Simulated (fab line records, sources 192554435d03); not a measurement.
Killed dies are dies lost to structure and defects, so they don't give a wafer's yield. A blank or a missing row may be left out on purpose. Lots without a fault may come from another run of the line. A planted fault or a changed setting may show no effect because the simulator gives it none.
Which tool did it? | flow n5_finfet | 24 lots, 72 wafers sampled, at 6 steps of a route of 1938

WHAT THE GAUGES READ, wafer by wafer
N5_BEOL_M9_THK_MEAS_01. Usual: M9_ILD_THK 269 nm, standard deviation 3.8.
lot  | measured     | on            | M9_ILD_THK (nm) | flag
L074 | day 10 01:59 | film_metro-01 | 269 278 274     |
L075 | day 10 12:28 | film_metro-01 | 262 265 270     |
L076 | day 10 18:45 | film_metro-02 | 264 264 268     |
L079 | day 11 01:27 | film_metro-02 | 263 264 271     |
L077 | day 11 02:44 | film_metro-02 | 268 272 275     |
L078 | day 11 05:02 | film_metro-01 | 271 268 270     |
L080 | day 11 19:37 | film_metro-02 | 266 270 271     |
L081 | day 11 21:31 | film_metro-01 | 264 269 270     |
L082 | day 12 02:08 | film_metro-02 | 266 272 268     |
L083 | day 12 07:56 | film_metro-02 | 267 270 272     |
L085 | day 12 14:08 | film_metro-01 | 269 274 274     |
L088 | day 12 20:48 | film_metro-01 | 268 267 272     |
L084 | day 12 20:49 | film_metro-01 | 268 273 264     |
L086 | day 13 02:02 | film_metro-02 | 273 266 273     |
L087 | day 13 21:07 | film_metro-01 | 267 272 272     |
L089 | day 13 21:38 | film_metro-02 | 259 261 268     |
L090 | day 14 01:56 | film_metro-01 | 267 272 266     |
L091 | day 14 18:11 | film_metro-01 | 269 266 275     |
L092 | day 14 20:14 | film_metro-01 | 265 266 272     |
L094 | day 15 00:10 | film_metro-01 | 274 267 270     |
L093 | day 15 01:36 | film_metro-01 | 264 269 271     |
L096 | day 15 01:52 | film_metro-01 | 264 261 265     |
L095 | day 15 19:13 | film_metro-02 | 261 267 269     |
L097 | day 16 00:47 | film_metro-02 | 268 267 272     |

N5_BEOL_M9_THK_MEAS_53: measures by xrf. Usual: M9_THK 138 nm, standard deviation 4.
lot  | measured     | on            | M9_THK (nm) | flag
L074 | day 10 11:05 | film_metro-02 | 139 138 138 |
L075 | day 10 19:23 | film_metro-02 | 144 138 140 |
L076 | day 11 03:48 | film_metro-01 | 134 140 142 |
L079 | day 11 05:41 | film_metro-01 | 136 135 137 |
L077 | day 11 11:10 | film_metro-01 | 143 139 141 |
L078 | day 11 14:06 | film_metro-02 | 138 138 144 |
L080 | day 12 01:44 | film_metro-02 | 134 142 135 |
L081 | day 12 04:55 | film_metro-02 | 135 145 135 |
L082 | day 12 07:19 | film_metro-02 | 141 140 144 |
L083 | day 12 15:32 | film_metro-01 | 137 139 137 |
L085 | day 12 19:45 | film_metro-01 | 135 138 135 |
L088 | day 13 04:46 | film_metro-01 | 144 144 134 |
L084 | day 13 04:46 | film_metro-02 | 139 137 138 |
L086 | day 13 09:49 | film_metro-02 | 133 139 143 |
L087 | day 14 05:08 | film_metro-01 | 141 136 135 |
L089 | day 14 05:01 | film_metro-02 | 143 133 140 |
L090 | day 14 09:30 | film_metro-01 | 136 147 130 |
L091 | day 14 23:20 | film_metro-01 | 136 142 141 |
L092 | day 15 03:25 | film_metro-01 | 144 132 133 |
L094 | day 15 05:35 | film_metro-01 | 138 140 139 |
L093 | day 15 09:44 | film_metro-02 | 131 140 134 |
L096 | day 15 10:06 | film_metro-01 | 132 132 132 |
L095 | day 16 02:11 | film_metro-01 | 139 141 142 |
L097 | day 16 06:50 | film_metro-02 | 133 146 141 |

N5_BEOL_M9_RS_MEAS_57: measures by four-point-probe. Usual: M9_RS 0.153 ohm/sq, standard deviation 0.0049.
lot  | measured     | on            | M9_RS (ohm/sq)    | flag
L074 | day 10 11:16 | film_metro-02 | 0.153 0.153 0.154 |
L075 | day 10 19:32 | film_metro-02 | 0.147 0.155 0.153 |
L076 | day 11 03:56 | film_metro-01 | 0.159 0.151 0.147 |
L079 | day 11 05:51 | film_metro-02 | 0.155 0.156 0.154 |
L077 | day 11 11:19 | film_metro-01 | 0.146 0.150 0.149 |
L078 | day 11 14:14 | film_metro-01 | 0.155 0.154 0.148 |
L080 | day 12 01:52 | film_metro-02 | 0.159 0.151 0.159 |
L081 | day 12 05:04 | film_metro-02 | 0.157 0.145 0.158 |
L082 | day 12 07:29 | film_metro-01 | 0.151 0.151 0.147 |
L083 | day 12 15:40 | film_metro-01 | 0.152 0.151 0.153 |
L085 | day 12 19:53 | film_metro-01 | 0.157 0.154 0.157 |
L088 | day 13 04:54 | film_metro-01 | 0.146 0.146 0.158 |
L084 | day 13 04:54 | film_metro-02 | 0.153 0.156 0.154 |
L086 | day 13 09:57 | film_metro-01 | 0.161 0.153 0.149 |
L087 | day 14 05:16 | film_metro-02 | 0.152 0.157 0.158 |
L089 | day 14 05:10 | film_metro-02 | 0.149 0.161 0.153 |
L090 | day 14 09:38 | film_metro-01 | 0.156 0.142 0.163 |
L091 | day 14 23:28 | film_metro-01 | 0.155 0.148 0.151 |
L092 | day 15 03:32 | film_metro-01 | 0.146 0.159 0.158 |
L094 | day 15 05:43 | film_metro-02 | 0.153 0.151 0.152 |
L093 | day 15 09:52 | film_metro-02 | 0.164 0.152 0.159 |
L096 | day 15 10:14 | film_metro-02 | 0.160 0.159 0.160 |
L095 | day 16 02:20 | film_metro-01 | 0.151 0.148 0.148 |
L097 | day 16 06:58 | film_metro-02 | 0.161 0.147 0.151 |

N5_BEOL_M10_CD_MEAS_11: target cd 64.1 nm. Usual: cd_nm 63.7 nm, standard deviation 0.52.
lot  | measured     | on        | cd_nm (nm)     | flag
L074 | day 10 13:12 | cd_sem-02 | 64.0 62.4 63.7 |
L075 | day 10 22:44 | cd_sem-01 | 63.3 63.1 63.7 |
L076 | day 11 05:08 | cd_sem-02 | 63.4 63.6 63.7 |
L079 | day 11 09:35 | cd_sem-03 | 63.6 63.4 64.2 |
L077 | day 11 13:14 | cd_sem-01 | 63.7 64.1 63.3 |
L078 | day 11 16:27 | cd_sem-02 | 64.5 64.6 62.6 |
L080 | day 12 05:20 | cd_sem-01 | 63.2 62.8 63.5 |
L081 | day 12 06:41 | cd_sem-03 | 63.3 63.4 63.3 |
L082 | day 12 09:03 | cd_sem-03 | 63.9 63.8 63.4 |
L083 | day 12 18:07 | cd_sem-03 | 64.2 63.4 63.0 |
L085 | day 12 21:37 | cd_sem-01 | 63.5 64.5 64.8 |
L088 | day 13 08:38 | cd_sem-03 | 63.2 63.8 63.8 |
L084 | day 13 08:28 | cd_sem-02 | 63.7 64.3 64.5 |
L086 | day 13 11:49 | cd_sem-02 | 64.0 63.9 63.3 |
L087 | day 14 07:59 | cd_sem-01 | 64.0 63.4 63.7 |
L089 | day 14 07:39 | cd_sem-02 | 63.3 63.4 63.3 |
L090 | day 14 11:47 | cd_sem-03 | 64.5 63.6 65.0 |
L091 | day 15 00:43 | cd_sem-02 | 63.6 64.0 63.4 |
L092 | day 15 05:25 | cd_sem-02 | 63.0 63.4 63.6 |
L094 | day 15 08:23 | cd_sem-02 | 62.9 63.1 64.0 |
L093 | day 15 12:26 | cd_sem-01 | 63.2 64.1 64.0 |
L096 | day 15 12:30 | cd_sem-02 | 64.1 63.8 63.5 |
L095 | day 16 05:13 | cd_sem-01 | 64.4 63.9 64.3 |
L097 | day 16 10:54 | cd_sem-02 | 64.4 64.1 63.1 |

N5_BEOL_M10_CD_MEAS_18: pitch 140 nm, target cd 70 nm. Usual: cd_nm 69.4 nm, standard deviation 0.68.
lot  | measured     | on        | cd_nm (nm)     | flag
L074 | day 10 14:22 | cd_sem-01 | 69.3 68.6 69.7 |
L075 | day 10 23:26 | cd_sem-01 | 69.0 68.7 69.3 |
L076 | day 11 05:40 | cd_sem-02 | 68.9 69.7 70.0 |
L079 | day 11 10:07 | cd_sem-02 | 70.1 69.6 69.3 |
L077 | day 11 14:04 | cd_sem-01 | 68.9 69.9 68.8 |
L078 | day 11 17:06 | cd_sem-02 | 70.6 69.2 67.9 |
L080 | day 12 05:52 | cd_sem-03 | 68.3 68.9 69.0 |
L081 | day 12 07:14 | cd_sem-01 | 68.7 69.1 68.9 |
L082 | day 12 10:16 | cd_sem-01 | 69.8 69.5 69.6 |
L083 | day 12 18:58 | cd_sem-01 | 69.6 69.1 69.1 |
L085 | day 12 22:14 | cd_sem-02 | 68.5 70.1 69.7 |
L088 | day 13 09:58 | cd_sem-02 | 68.9 68.9 69.5 |
L084 | day 13 09:20 | cd_sem-01 | 70.6 69.9 70.1 |
L086 | day 13 12:59 | cd_sem-03 | 70.4 69.3 69.7 |
L087 | day 14 08:32 | cd_sem-02 | 70.4 70.2 70.6 |
L089 | day 14 08:11 | cd_sem-02 | 68.9 69.1 69.6 |
L090 | day 14 12:20 | cd_sem-02 | 70.0 68.5 70.3 |
L091 | day 15 01:24 | cd_sem-03 | 69.5 68.5 68.8 |
L092 | day 15 06:03 | cd_sem-01 | 69.9 69.4 69.4 |
L094 | day 15 08:55 | cd_sem-01 | 68.6 69.0 70.0 |
L093 | day 15 13:32 | cd_sem-02 | 69.6 70.1 68.9 |
L096 | day 15 13:40 | cd_sem-03 | 68.8 69.1 68.8 |
L095 | day 16 05:59 | cd_sem-02 | 70.6 69.7 70.2 |
L097 | day 16 11:32 | cd_sem-03 | 70.1 69.2 68.6 |

WHICH TOOL RAN EACH LOT (tool, then ch and the chambers of the sampled wafers, then the start)
lot  | N5_BEOL_M10_ETCH_61
L074 | rie_diel-05 ch 0,1, day 10 13:25
L075 | rie_diel-05 ch 1,2, day 10 23:01
L076 | rie_diel-05 ch 1,2, day 11 05:15
L079 | rie_diel-06 ch 1,2,3, day 11 09:42
L077 | rie_diel-04 ch 0,3, day 11 13:32
L078 | rie_diel-06 ch 0,3, day 11 16:41
L080 | rie_diel-06 ch 1,3, day 12 05:27
L081 | rie_diel-05 ch 0,1, day 12 06:50
L082 | rie_diel-05 ch 0,1, day 12 09:47
L083 | rie_diel-06 ch 1,2,3, day 12 18:33
L085 | rie_diel-05 ch 0,1,3, day 12 21:49
L088 | rie_diel-05 ch 0,1, day 13 09:22
L084 | rie_diel-04 ch 0,2,3, day 13 08:53
L086 | rie_diel-04 ch 0,1,2, day 13 12:31
L087 | rie_diel-04 ch 1,3, day 14 08:07
L089 | rie_diel-05 ch 0,2,3, day 14 07:46
L090 | rie_diel-06 ch 0,1,3, day 14 11:55
L091 | rie_diel-06 ch 1,2,3, day 15 00:56
L092 | rie_diel-04 ch 0,3, day 15 05:32
L094 | rie_diel-06 ch 1,2,3, day 15 08:30
L093 | rie_diel-06 ch 1,2,3, day 15 12:54
L096 | rie_diel-05 ch 0,1,3, day 15 13:11
L095 | rie_diel-06 ch 1,2,3, day 16 05:34
L097 | rie_diel-05 ch 1,2, day 16 11:07
- N5_BEOL_M10_ETCH_61: etches SiARC in CF4, target depth 39 nm, time 65 s.

WHAT THE TOOLS THEMSELVES READ (means of the sampled wafers that have a number; where no wafer has one, the mark that the record gives instead)
N5_BEOL_M10_ETCH_61. Usual: drypump_motor_current_A 5.8 A, standard deviation 0.48; etch_rf_on_time_s 64.5 s, standard deviation 1.5; oes_product_au 0.68 a.u., standard deviation 0.057; rf_vpp_V 184.6 V, standard deviation 1.1; showerhead_plenum_p_Torr 2.18 Torr, standard deviation 0.057; throttle_valve_pct 15.54 %, standard deviation 0.26.
lot  | tool        | drypump_motor_current_A (A) | etch_rf_on_time_s (s) | oes_product_au (a.u.) | rf_vpp_V (V) | showerhead_plenum_p_Torr (Torr) | throttle_valve_pct (%) | flag
L074 | rie_diel-05 | 6.1                         | 65.2                  | 0.69                  | 185.5        | 2.24                            | 15.53                  |
L075 | rie_diel-05 | 5.5                         | 63.1                  | 0.68                  | 183.5        | 2.14                            | 15.66                  |
L076 | rie_diel-05 | 5.7                         | 63.1                  | 0.65                  | 184.9        | 2.18                            | 15.84                  |
L079 | rie_diel-06 | 5.8                         | 63.4                  | 0.71                  | 185.0        | 2.19                            | 15.45                  |
L077 | rie_diel-04 | 5.4                         | 64.6                  | 0.70                  | 183.7        | 2.10                            | 15.61                  |
L078 | rie_diel-06 | 5.4                         | 65.2                  | 0.61                  | 184.8        | 2.19                            | 15.62                  |
L080 | rie_diel-06 | 5.5                         | 63.8                  | 0.65                  | 185.7        | 2.21                            | 15.51                  |
L081 | rie_diel-05 | 6.1                         | 65.4                  | 0.68                  | 185.0        | 2.24                            | 15.55                  |
L082 | rie_diel-05 | 6.1                         | 65.1                  | 0.68                  | 185.7        | 2.24                            | 15.55                  |
L083 | rie_diel-06 | 5.8                         | 62.6                  | 0.69                  | 184.1        | 2.19                            | 15.49                  |
L085 | rie_diel-05 | 6.0                         | 65.1                  | 0.63                  | 184.6        | 2.21                            | 15.60                  |
L088 | rie_diel-05 | 6.1                         | 65.3                  | 0.66                  | 185.1        | 2.23                            | 15.58                  |
L084 | rie_diel-04 | 5.8                         | 64.0                  | 0.68                  | 183.8        | 2.15                            | 15.61                  |
L086 | rie_diel-04 | 5.7                         | 65.7                  | 0.71                  | 184.9        | 2.17                            | 15.56                  |
L087 | rie_diel-04 | 6.1                         | 65.0                  | 0.70                  | 184.5        | 2.16                            | 15.33                  |
L089 | rie_diel-05 | 5.8                         | 65.0                  | 0.72                  | 185.0        | 2.17                            | 15.29                  |
L090 | rie_diel-06 | 5.9                         | 64.2                  | 0.62                  | 184.4        | 2.20                            | 15.67                  |
L091 | rie_diel-06 | 5.8                         | 64.1                  | 0.67                  | 184.9        | 2.18                            | 15.52                  |
L092 | rie_diel-04 | 5.4                         | 64.6                  | 0.68                  | 183.2        | 2.09                            | 15.68                  |
L094 | rie_diel-06 | 5.8                         | 64.4                  | 0.67                  | 184.6        | 2.18                            | 15.52                  |
L093 | rie_diel-06 | 5.8                         | 64.4                  | 0.66                  | 184.6        | 2.18                            | 15.54                  |
L096 | rie_diel-05 | 5.9                         | 64.1                  | 0.69                  | 185.2        | 2.21                            | 15.50                  |
L095 | rie_diel-06 | 5.8                         | 64.5                  | 0.66                  | 185.3        | 2.18                            | 15.55                  |
L097 | rie_diel-05 | 5.5                         | 63.8                  | 0.64                  | 183.6        | 2.12                            | 15.74                  |

THE ANSWER, worked out from the rows above alone
Rule: a lot is off if the mean of its wafers that have a number lies more than 3 standard deviations from the usual mean. A lot without any number at a reading at which 4 lots or more have one is off too. The other lots that the step has rows for count as sound. The gauges are gone through in route order, then the tools' own readings, and for those a lot's mean is taken as printed above. The first step at which some lot is off is used, and at that step the reading that is off furthest; a lot without a number counts as furthest.
No lot is off at any reading shown: from this, nothing can be told.

WHAT THE SIMULATOR HAD PUT IN
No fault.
